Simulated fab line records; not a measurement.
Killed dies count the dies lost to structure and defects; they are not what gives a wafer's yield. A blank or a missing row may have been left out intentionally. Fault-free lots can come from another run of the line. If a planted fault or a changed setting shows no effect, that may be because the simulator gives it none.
What tool caused it? / flow n5 finfet / Sampling: 11 lots, 32 wafers, 4 of 1938 route steps

WHAT THE GAUGES SHOWED, per wafer
The record lacks any reading of a measuring or inspecting step that a usual standard deviation could be used to judge.

WHICH TOOL RAN EACH LOT (tool, then ch and the chambers of the sampled wafers, then the start)
lot=L580; N5_BEOL_M5_SPUTTER_88=pvd sputter-02, day 12 21:50; N5_BEOL_M5_PRE_CLEAN_77=cvd co-02 ch 0,1,2, day 12 23:46; N5_BEOL_M6_COAT_63=litho track-05 ch 0, day 13 06:05; N5_BEOL_M6_ETCH_65=rie diel-05 ch 0,1, day 13 06:58
lot=L583; N5_BEOL_M5_SPUTTER_88=pvd sputter-03, day 13 02:30; N5_BEOL_M5_PRE_CLEAN_77=cvd co-01 ch 0,2, day 13 04:25; N5_BEOL_M6_COAT_63=litho track-03 ch 0, day 13 09:37; N5_BEOL_M6_ETCH_65=rie diel-05 ch 0,3, day 13 10:44
lot=L586; N5_BEOL_M5_SPUTTER_88=pvd sputter-01, day 13 21:16; N5_BEOL_M5_PRE_CLEAN_77=cvd co-01 ch 0,2, day 13 23:11; N5_BEOL_M6_COAT_63=litho track-04 ch 0, day 14 05:44; N5_BEOL_M6_ETCH_65=rie diel-01 ch 1,3, day 14 06:24
lot=L585; N5_BEOL_M5_SPUTTER_88=pvd sputter-01, day 14 05:08; N5_BEOL_M5_PRE_CLEAN_77=cvd co-01 ch 1,2, day 14 07:05; N5_BEOL_M6_COAT_63=litho track-05 ch 0, day 14 13:23; N5_BEOL_M6_ETCH_65=rie diel-05 ch 1,3, day 14 13:57
lot=L588; N5_BEOL_M5_SPUTTER_88=pvd sputter-03, day 14 08:11; N5_BEOL_M5_PRE_CLEAN_77=cvd co-01 ch 0,1,2, day 14 10:43; N5_BEOL_M6_COAT_63=litho track-03 ch 0, day 14 15:02; N5_BEOL_M6_ETCH_65=rie diel-05 ch 1,2, day 14 15:55
lot=L587; N5_BEOL_M5_SPUTTER_88=pvd sputter-01, day 14 09:49; N5_BEOL_M5_PRE_CLEAN_77=cvd co-01 ch 0,2, day 14 12:04; N5_BEOL_M6_COAT_63=litho track-03 ch 0, day 14 17:32; N5_BEOL_M6_ETCH_65=rie diel-01 ch 1,2, day 14 17:59
lot=L590; N5_BEOL_M5_SPUTTER_88=pvd sputter-02, day 14 14:57; N5_BEOL_M5_PRE_CLEAN_77=cvd co-01 ch 1,2, day 14 17:36; N5_BEOL_M6_COAT_63=litho track-03 ch 0, day 14 19:44; N5_BEOL_M6_ETCH_65=rie diel-05 ch 0,2, day 14 20:18
lot=L591; N5_BEOL_M5_SPUTTER_88=pvd sputter-02, day 15 01:32; N5_BEOL_M5_PRE_CLEAN_77=cvd co-01 ch 0,1, day 15 03:46; N5_BEOL_M6_COAT_63=litho track-03 ch 0, day 15 07:22; N5_BEOL_M6_ETCH_65=rie diel-01 ch 1,2,3, day 15 07:59
lot=L600; N5_BEOL_M5_SPUTTER_88=pvd sputter-02, day 17 13:25; N5_BEOL_M5_PRE_CLEAN_77=cvd co-02 ch 0,1, day 17 15:20; N5_BEOL_M6_COAT_63=litho track-05 ch 0, day 17 21:41; N5_BEOL_M6_ETCH_65=rie diel-05 ch 1,2,3, day 17 22:17
lot=L601; N5_BEOL_M5_SPUTTER_88=pvd sputter-03, day 17 16:59; N5_BEOL_M5_PRE_CLEAN_77=cvd co-02 ch 1,2, day 17 18:55; N5_BEOL_M6_COAT_63=litho track-05 ch 0, day 18 01:38; N5_BEOL_M6_ETCH_65=rie diel-04 ch 0,3, day 18 02:18
lot=L602; N5_BEOL_M5_SPUTTER_88=pvd sputter-01, day 18 05:28; N5_BEOL_M5_PRE_CLEAN_77=cvd co-01 ch 0,1, day 18 07:25; N5_BEOL_M6_COAT_63=litho track-05 ch 0, day 18 10:53; N5_BEOL_M6_ETCH_65=rie diel-05 ch 0,2, day 18 11:28
- N5_BEOL_M5_SPUTTER_88: material Cu, target thk 15 nm, time 27.62 s.
- N5_BEOL_M5_PRE_CLEAN_77: time 15 s.
- N5_BEOL_M6_COAT_63: time 60 s, resist thk 60 nm.
- N5_BEOL_M6_ETCH_65: etches SiARC in CF4, target depth 15.6 nm, time 26 s.

AS READ BY THE TOOLS THEMSELVES (means over the sampled wafers that have a number; for cases with no such wafer, the mark the record gives instead)
N5_BEOL_M5_SPUTTER_88. Usual: 30.3 % for throttle valve pct, sd 1.2.
lot=L580; tool=pvd sputter-02; throttle valve pct (%)=29.9; flag=
lot=L583; tool=pvd sputter-03; throttle valve pct (%)=29.3; flag=
lot=L586; tool=pvd sputter-01; throttle valve pct (%)=30.8; flag=
lot=L585; tool=pvd sputter-01; throttle valve pct (%)=31.8; flag=
lot=L588; tool=pvd sputter-03; throttle valve pct (%)=30.2; flag=
lot=L587; tool=pvd sputter-01; throttle valve pct (%)=29.8; flag=
lot=L590; tool=pvd sputter-02; throttle valve pct (%)=29.9; flag=
lot=L591; tool=pvd sputter-02; throttle valve pct (%)=30.2; flag=
lot=L600; tool=pvd sputter-02; throttle valve pct (%)=29.9; flag=
lot=L601; tool=pvd sputter-03; throttle valve pct (%)=30.8; flag=
lot=L602; tool=pvd sputter-01; throttle valve pct (%)=31.5; flag=

N5_BEOL_M5_PRE_CLEAN_77. Usual: 88 W for heater power w, sd 19.
lot=L580; tool=cvd co-02; heater power w (W)=106; flag=
lot=L583; tool=cvd co-01; heater power w (W)=70; flag=
lot=L586; tool=cvd co-01; heater power w (W)=67; flag=
lot=L585; tool=cvd co-01; heater power w (W)=82; flag=
lot=L588; tool=cvd co-01; heater power w (W)=74; flag=
lot=L587; tool=cvd co-01; heater power w (W)=69; flag=
lot=L590; tool=cvd co-01; heater power w (W)=85; flag=
lot=L591; tool=cvd co-01; heater power w (W)=83; flag=
lot=L600; tool=cvd co-02; heater power w (W)=96; flag=
lot=L601; tool=cvd co-02; heater power w (W)=92; flag=
lot=L602; tool=cvd co-01; heater power w (W)=82; flag=

N5_BEOL_M6_COAT_63. Usual: heater power total W 500.3 W, standard deviation 1.9; spin speed rpm 1500.1 rpm, standard deviation 0.99.
lot=L580; tool=litho track-05; heater power total W (W)=500.9; spin speed rpm (rpm)=1499.7; flag=
lot=L583; tool=litho track-03; heater power total W (W)=499.4; spin speed rpm (rpm)=1500.6; flag=
lot=L586; tool=litho track-04; heater power total W (W)=501.6; spin speed rpm (rpm)=1500.6; flag=
lot=L585; tool=litho track-05; heater power total W (W)=500.2; spin speed rpm (rpm)=1500.0; flag=
lot=L588; tool=litho track-03; heater power total W (W)=500.3; spin speed rpm (rpm)=1499.4; flag=
lot=L587; tool=litho track-03; heater power total W (W)=499.2; spin speed rpm (rpm)=1501.8; flag=
lot=L590; tool=litho track-03; heater power total W (W)=500.0; spin speed rpm (rpm)=1369.8; flag=OFF
lot=L591; tool=litho track-03; heater power total W (W)=500.7; spin speed rpm (rpm)=1369.7; flag=OFF
lot=L600; tool=litho track-05; heater power total W (W)=500.6; spin speed rpm (rpm)=1500.4; flag=
lot=L601; tool=litho track-05; heater power total W (W)=498.6; spin speed rpm (rpm)=1499.7; flag=
lot=L602; tool=litho track-05; heater power total W (W)=500.2; spin speed rpm (rpm)=1500.6; flag=

N5_BEOL_M6_ETCH_65. Usual: drypump motor current A 6.0 A, standard deviation 0.39; etch rf on time s 26.0 s, standard deviation 0.72; oes product au 0.67 a.u., standard deviation 0.057; rf vpp V 184.5 V, standard deviation 1; showerhead plenum p Torr 2.18 Torr, standard deviation 0.061; throttle valve pct 15.54 %, standard deviation 0.12.
lot=L580; tool=rie diel-05; drypump motor current A (A)=6.0; etch rf on time s (s)=25.5; oes product au (a.u.)=0.70; rf vpp V (V)=185.9; showerhead plenum p Torr (Torr)=2.25; throttle valve pct (%)=15.55; flag=
lot=L583; tool=rie diel-05; drypump motor current A (A)=6.0; etch rf on time s (s)=25.2; oes product au (a.u.)=0.69; rf vpp V (V)=185.8; showerhead plenum p Torr (Torr)=2.24; throttle valve pct (%)=15.34; flag=
lot=L586; tool=rie diel-01; drypump motor current A (A)=6.2; etch rf on time s (s)=26.9; oes product au (a.u.)=0.64; rf vpp V (V)=183.7; showerhead plenum p Torr (Torr)=2.11; throttle valve pct (%)=15.51; flag=
lot=L585; tool=rie diel-05; drypump motor current A (A)=6.5; etch rf on time s (s)=25.7; oes product au (a.u.)=0.70; rf vpp V (V)=185.4; showerhead plenum p Torr (Torr)=2.25; throttle valve pct (%)=15.54; flag=
lot=L588; tool=rie diel-05; drypump motor current A (A)=6.1; etch rf on time s (s)=25.7; oes product au (a.u.)=0.70; rf vpp V (V)=185.7; showerhead plenum p Torr (Torr)=2.23; throttle valve pct (%)=15.63; flag=
lot=L587; tool=rie diel-01; drypump motor current A (A)=5.8; etch rf on time s (s)=25.7; oes product au (a.u.)=0.70; rf vpp V (V)=184.0; showerhead plenum p Torr (Torr)=2.10; throttle valve pct (%)=15.55; flag=
lot=L590; tool=rie diel-05; drypump motor current A (A)=5.8; etch rf on time s (s)=26.3; oes product au (a.u.)=0.67; rf vpp V (V)=184.1; showerhead plenum p Torr (Torr)=2.18; throttle valve pct (%)=15.47; flag=
lot=L591; tool=rie diel-01; drypump motor current A (A)=6.0; etch rf on time s (s)=26.7; oes product au (a.u.)=0.63; rf vpp V (V)=184.2; showerhead plenum p Torr (Torr)=2.10; throttle valve pct (%)=15.56; flag=
lot=L600; tool=rie diel-05; drypump motor current A (A)=6.2; etch rf on time s (s)=26.0; oes product au (a.u.)=0.67; rf vpp V (V)=184.7; showerhead plenum p Torr (Torr)=2.21; throttle valve pct (%)=15.59; flag=
lot=L601; tool=rie diel-04; drypump motor current A (A)=5.5; etch rf on time s (s)=24.3; oes product au (a.u.)=0.77; rf vpp V (V)=183.9; showerhead plenum p Torr (Torr)=2.13; throttle valve pct (%)=15.36; flag=
lot=L602; tool=rie diel-05; drypump motor current A (A)=5.8; etch rf on time s (s)=25.9; oes product au (a.u.)=0.65; rf vpp V (V)=184.1; showerhead plenum p Torr (Torr)=2.17; throttle valve pct (%)=15.54; flag=

THE ANSWER, worked out from the rows above alone
Rule: a lot is off if the mean of its wafers that have a number lies more than 3 standard deviations from the usual mean. A lot without any number at a reading at which 4 lots or more have one is off too. Any other lot the step has rows for is counted as sound. After the gauges, taken in route order, come the tools' own readings; for these a lot's mean is taken, as printed above. At the first step where some lot is off, the reading lying furthest off is the one used; lots without a number count as furthest.
Off: L590, L591 (N5_BEOL_M6_COAT_63, spin speed rpm).
If a tool, at that step or one of the process steps before it, ran each lot that is off and ran no sound lot following the first of them, it fits. One fits: N5_BEOL_M6_COAT_63 on litho track-03. A fault onset in the window from L587 (day 14 17:32, its last sound lot) to L590 (day 14 19:44, its first lot off) fits.
On the lots that are off, the tool's own readings at N5_BEOL_M6_COAT_63 differ by more than 5 times the standard deviation of the sound lots' means, which bears it out; spin speed rpm reads 1369.8 rpm there versus 1500.3 rpm on the sound lots.

WHAT THE SIMULATOR HAD INSERTED
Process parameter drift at N5_BEOL_M6_COAT_63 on litho track-03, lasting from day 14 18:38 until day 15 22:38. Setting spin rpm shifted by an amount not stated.
Lots struck among those shown: L590, L591. The rule above found the same.
